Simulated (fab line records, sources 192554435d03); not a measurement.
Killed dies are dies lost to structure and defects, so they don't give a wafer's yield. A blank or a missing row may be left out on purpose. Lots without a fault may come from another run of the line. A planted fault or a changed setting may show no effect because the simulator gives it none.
Split-lot experiment | flow n5_finfet | 7 lots, 39 wafers read, on a route of 1938 steps

THE SPLIT
At N5_HKMG_FIN_EXPOSE_09 (exposes mask NWFM), the setting dose_mj was moved away from the recipe's 39.25 on 12 of the 39 wafers read, by -5.7% to +6.8%. The other wafers ran this setting at the recipe's value.

FROM THE SPLIT TO THE READING: what the file shows between them, 2 steps
- N5_HKMG_FIN_PEB_10: peb time 60 s
- N5_HKMG_FIN_DEVELOP_11: develop time 30 s

THE READING
cd_nm, in nm, at N5_HKMG_FIN_CD_MEAS_12 (target cd 92.8 nm). Fault-free wafers of this fab line usually give 92.5 nm, standard deviation 0.59 nm.

wafer  | tool, chamber at the split | dose_mj as run | against the recipe | cd_nm, nm | against lot-mates on the recipe
L079.1 | arfi_scanner-01, 0         | 41.03          | +4.5%              | 96.6      | +4.0
L079.2 | arfi_scanner-01, 0         | 41.03          | +4.5%              | 95.9      | +3.3
L079.3 | arfi_scanner-01, 0         | 39.25          | recipe             | 92.3      | -
L079.4 | arfi_scanner-01, 0         | 39.25          | recipe             | 92.2      | -
L079.5 | arfi_scanner-01, 0         | 41.03          | +4.5%              | 96.1      | +3.5
L079.6 | arfi_scanner-01, 0         | 39.25          | recipe             | 93.4      | -
L080.1 | arfi_scanner-02, 0         | 39.25          | recipe             | 93.1      | -
L080.2 | arfi_scanner-02, 0         | 39.25          | recipe             | 93.6      | -
L080.3 | arfi_scanner-02, 0         | 39.25          | recipe             | 92.9      | -
L080.4 | arfi_scanner-02, 0         | 39.25          | recipe             | 92.1      | -
L080.5 | arfi_scanner-02, 0         | 39.25          | recipe             | 92.4      | -
L080.6 | arfi_scanner-02, 0         | 39.25          | recipe             | 93.0      | -
L082.1 | arfi_scanner-03, 0         | 39.25          | recipe             | 92.4      | -
L082.2 | arfi_scanner-03, 0         | 39.25          | recipe             | 92.2      | -
L082.5 | arfi_scanner-03, 0         | 39.25          | recipe             | 92.1      | -
L083.1 | arfi_scanner-01, 0         | 39.25          | recipe             | 92.5      | -
L083.2 | arfi_scanner-01, 0         | 39.25          | recipe             | 92.5      | -
L083.3 | arfi_scanner-01, 0         | 39.25          | recipe             | 92.1      | -
L083.4 | arfi_scanner-01, 0         | 39.25          | recipe             | 91.8      | -
L083.5 | arfi_scanner-01, 0         | 39.25          | recipe             | 91.2      | -
L083.6 | arfi_scanner-01, 0         | 39.25          | recipe             | 91.5      | -
L090.1 | arfi_scanner-03, 0         | 39.25          | recipe             | 92.6      | -
L090.2 | arfi_scanner-03, 0         | 39.25          | recipe             | 92.3      | -
L090.3 | arfi_scanner-03, 0         | 37.01          | -5.7%              | 89.4      | -3.0
L090.4 | arfi_scanner-03, 0         | 39.25          | recipe             | 92.3      | -
L090.5 | arfi_scanner-03, 0         | 37.01          | -5.7%              | 88.1      | -4.3
L090.6 | arfi_scanner-03, 0         | 37.01          | -5.7%              | 88.2      | -4.2
L094.1 | arfi_scanner-02, 0         | 39.25          | recipe             | 91.9      | -
L094.2 | arfi_scanner-02, 0         | 37.71          | -3.9%              | 90.1      | -2.4
L094.3 | arfi_scanner-02, 0         | 37.71          | -3.9%              | 90.1      | -2.4
L094.4 | arfi_scanner-02, 0         | 37.71          | -3.9%              | 89.8      | -2.7
L094.5 | arfi_scanner-02, 0         | 39.25          | recipe             | 92.6      | -
L094.6 | arfi_scanner-02, 0         | 39.25          | recipe             | 92.9      | -
L097.1 | arfi_scanner-02, 0         | 41.93          | +6.8%              | 96.4      | +3.3
L097.2 | arfi_scanner-02, 0         | 41.93          | +6.8%              | 97.6      | +4.5
L097.3 | arfi_scanner-02, 0         | 39.25          | recipe             | 93.5      | -
L097.4 | arfi_scanner-02, 0         | 39.25          | recipe             | 92.7      | -
L097.5 | arfi_scanner-02, 0         | 39.25          | recipe             | 93.1      | -
L097.6 | arfi_scanner-02, 0         | 41.93          | +6.8%              | 97.4      | +4.3

THE FIT
A straight line over all 39 wafers: cd_nm changes by +0.7 nm for each +1% of dose_mj; r = +0.97; the points scatter about the line by 0.57 nm.
The same after taking each lot's own level away (the mean of its wafers on the recipe; 39 wafers): +0.653 nm for each +1%; r = +0.97; scatter 0.48 nm.
On that fit, the largest move of dose_mj shifts the reading by 4.5 nm.
The lots' own levels span 91.93 to 93.10 nm, that is 2.0 times the standard deviation above.
So the lot-to-lot level changes the slope little: the two slopes agree.
Check: with one of the wafers moved furthest among these (+6.8%) left out of the fit, the line predicts +4.69 nm for it against its lot-mates. It came out at +3.3 nm against them.

OTHER SPLITS ON THESE WAFERS
These wafers also went through other splits before the reading. Each is held against what the fit with the lots' levels taken away leaves over:
other split on the same wafers       | wafers away from the commonest value | r with cd_nm (lot level and that fit taken away)
N5_DUMMY_GATE_HM_DEP_06 target_thk_a | 24                                   | +0.11
N5_DUMMY_GATE_ETCH_32 time_s         | 15                                   | -0.30

THE FILE'S OWN FIT
cd_nm changes by +0.653 nm for each +1% of dose_mj, r = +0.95.
